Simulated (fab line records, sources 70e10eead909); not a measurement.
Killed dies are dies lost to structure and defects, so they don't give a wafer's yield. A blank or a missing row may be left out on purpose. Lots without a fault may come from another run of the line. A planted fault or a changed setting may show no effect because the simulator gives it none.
A struck lot beside a sound one | flow nand_harc | 44 steps out of a route of 1302
Sound: wafers L630.1, L630.4, L630.6. Struck: wafers L639.1, L639.2, L639.5. The cause comes at the end.
At each step with rows: each side's tool, then ch and its chambers, then its first start. Under that, the readings that differ: sound wafers | struck wafers | difference of the means | sigmas: that difference in standard deviations of wafers without a fault.
alike: readings whose means differ by less than 2 such deviations, and words and numbers that are the same on both sides. not compared: withheld readings, readings that some wafer has no value for, bounds like >300 that may hide the same value, and numbers for which the record gives no deviation and whose values overlap.
The two part at a step that has a row with sigmas, a row that says differs or no value, or rows on one side only. Numbers that don't overlap but have no deviation are shown without sigmas and don't part them. A reading that every wafer of one side lacks parts them only if that side has two wafers or more.

first, 5 steps without rows for these wafers: NHARC_P_GATE_SOFTBAKE_21 (time 55 s); NHARC_P_GATE_EBR_22; NHARC_P_GATE_EXPOSE_23 (exposes mask P GATE, target cd 120 nm); NHARC_P_GATE_PEB_24 (peb time 65 s); NHARC_P_GATE_DEVELOP_25 (develop time 35 s).
NHARC_P_GATE_CD_MEAS_26: target cd 120 nm.
  sound on cd_sem-02 ch 0, day 7 15:29; struck on cd_sem-02 ch 0, day 11 11:07
  alike: cd_nm
NHARC_P_GATE_OVL_MEAS_27:
  sound on overlay-02, day 7 15:35; struck on overlay-01, day 11 11:12
  reading           | sound       | struck         | difference | sigmas
  overlay_y_nm (nm) | 0.2 0.0 0.3 | -1.4 -1.3 -1.3 | -1.5       | -2
  alike: overlay_x_nm
NHARC_P_GATE_INSPECT_28:
  sound on defect_inspect-02, day 7 15:37; struck on defect_inspect-01, day 11 11:14
  alike: raw_defect_count
then, 1 step without rows for these wafers: NHARC_P_GATE_DESCUM_31 (chemistry O2, time 3 s).
NHARC_P_GATE_ETCH_104: etches the open film in CF4/CHF3, target depth 60 nm.
  sound on rie_diel-01 ch 1,3, day 7 15:46; struck on rie_diel-01 ch 2,3, day 11 11:23
  alike: bias_w, drypump_motor_current_A, oes_product_au, rf_fwd_power_W, rf_vpp_V, showerhead_plenum_p_Torr, throttle_valve_pct
then, 2 steps without rows for these wafers: NHARC_P_GATE_HM_OPEN_105 (chemistry O2/COS, target depth 360 nm); NHARC_P_GATE_STRIP_106 (strips in O2/COS).
NHARC_P_GATE_ETCH_114: etches the open film in CF4/O2, target depth 30 nm, overetch 3 nm, time 16.5 s.
  sound on rie_diel-01 ch 0,2,3, day 7 16:00; struck on rie_diel-01 ch 0,3, day 11 11:00
  alike: bias_w, drypump_motor_current_A, oes_product_au, rf_fwd_power_W, rf_vpp_V, showerhead_plenum_p_Torr, throttle_valve_pct
  not compared: rf_hours_counter_h
then, 1 step without rows for these wafers: NHARC_P_GATE_ETCH_32 (etches the open film in HBr/Cl2, target depth 150 nm, time 100.1 s).
NHARC_P_GATE_STRIP_108: strips in O2.
  sound on rie_diel-03 ch 1,2,3, day 7 16:19; struck on rie_diel-10 ch 0,1,3, day 11 11:56
  alike: drypump_motor_current_A, oes_product_au, rf_vpp_V, showerhead_plenum_p_Torr, throttle_valve_pct
  not compared: rf_hours_counter_h
NHARC_P_GATE_CD_MEAS_33:
  sound on cd_sem-01, day 7 16:29; struck on cd_sem-01, day 11 12:05
  alike: cd_nm
then, 5 steps without rows for these wafers: NHARC_P_GATE_STRIP_35 (strips in SPM, time 600 s); NHARC_P_GATE_PRECLEAN_73 (cleans in SC1); NHARC_P_GATE_SRD_74; NHARC_P_GATE_ALD_36 (deposits SiNx, target thk 20 nm, pulse time 60 s, ald cycles 223); NHARC_P_GATE_ETCHBACK_37 (etches the open film in CHF3/O2, target depth 34.5 nm, time 17.2 s).
NHARC_P_GATE_STRIP_101: strips in O2, time 20 s.
  sound on rie_diel-01 ch 1,2, day 8 02:26; struck on rie_diel-03 ch 0,3, day 11 22:11
  alike: drypump_motor_current_A, oes_product_au, rf_vpp_V, showerhead_plenum_p_Torr, throttle_valve_pct
  not compared: rf_hours_counter_h
then, 12 steps without rows for these wafers: NHARC_P_GATE_PRECLEAN_97 (cleans in SPM, time 600 s); NHARC_P_GATE_SRD_98; NHARC_P_GATE_PRECLEAN_99 (cleans in SC1); NHARC_P_GATE_SRD_100; NHARC_P_GATE_DEHYDRATE_38 (time 120 s); NHARC_P_GATE_HMDS_39 (time 30 s); NHARC_P_GATE_COAT_40; NHARC_P_GATE_SOFTBAKE_41 (time 95 s); NHARC_P_GATE_EBR_42; NHARC_P_GATE_EXPOSE_43 (exposes mask P NSD, target cd 720 nm); NHARC_P_GATE_PEB_44 (peb time 85 s); NHARC_P_GATE_DEVELOP_45 (time 70 s).
NHARC_P_GATE_CD_MEAS_46: target cd 720 nm.
  sound on cd_sem-03 ch 0, day 8 03:14; struck on cd_sem-03 ch 0, day 11 23:06
  alike: cd_nm
then, 1 step without rows for these wafers: NHARC_P_GATE_HARDBAKE_47 (time 80 s).
NHARC_P_GATE_DESCUM_48: chemistry O2, time 3 s.
  sound on rie_diel-10 ch 0,2, day 8 03:25; struck on rie_diel-03 ch 1,3, day 11 23:17
  alike: drypump_motor_current_A, oes_product_au, rf_vpp_V, showerhead_plenum_p_Torr, throttle_valve_pct
  not compared: rf_hours_counter_h
then, 2 steps without rows for these wafers: NHARC_P_GATE_IMPLANT_49; NHARC_P_GATE_STRIP_111 (strips in N2/H2, time 250 s).
NHARC_P_GATE_STRIP_75: strips in O2.
  sound on plasma_asher-02 ch 1, day 8 04:28; struck on plasma_asher-02 ch 0,1, day 11 23:56
  alike: drypump_motor_current_A, heater_power_w
  not compared: rf_hours_counter_h
then, 2 steps without rows for these wafers: NHARC_P_GATE_STRIP_50 (strips in SPM, time 900 s); NHARC_P_GATE_DEHYDRATE_51 (time 120 s).
NHARC_P_GATE_INSPECT_68:
  sound on defect_inspect-02, day 8 10:12; struck on defect_inspect-01, day 12 05:34
  reading          | sound       | struck         | difference | sigmas
  raw_defect_count | 204 196 162 | 1333 1293 1337 | +1134      | +15
-- the record jumps here: 19 days lie between the struck wafers' starts before and after (it left off in module P_GATE and takes up again in module END, whose first step shown is number 1302 of the route) --
NHARC_END_SORT_01:
  the record has rows for the struck wafers here (prober-01 ch 0, day 31 04:20) and none for the sound ones

WHERE THEY PART
First at NHARC_P_GATE_OVL_MEAS_27; last, within this record, at NHARC_END_SORT_01.

WHY: what the simulator had put in
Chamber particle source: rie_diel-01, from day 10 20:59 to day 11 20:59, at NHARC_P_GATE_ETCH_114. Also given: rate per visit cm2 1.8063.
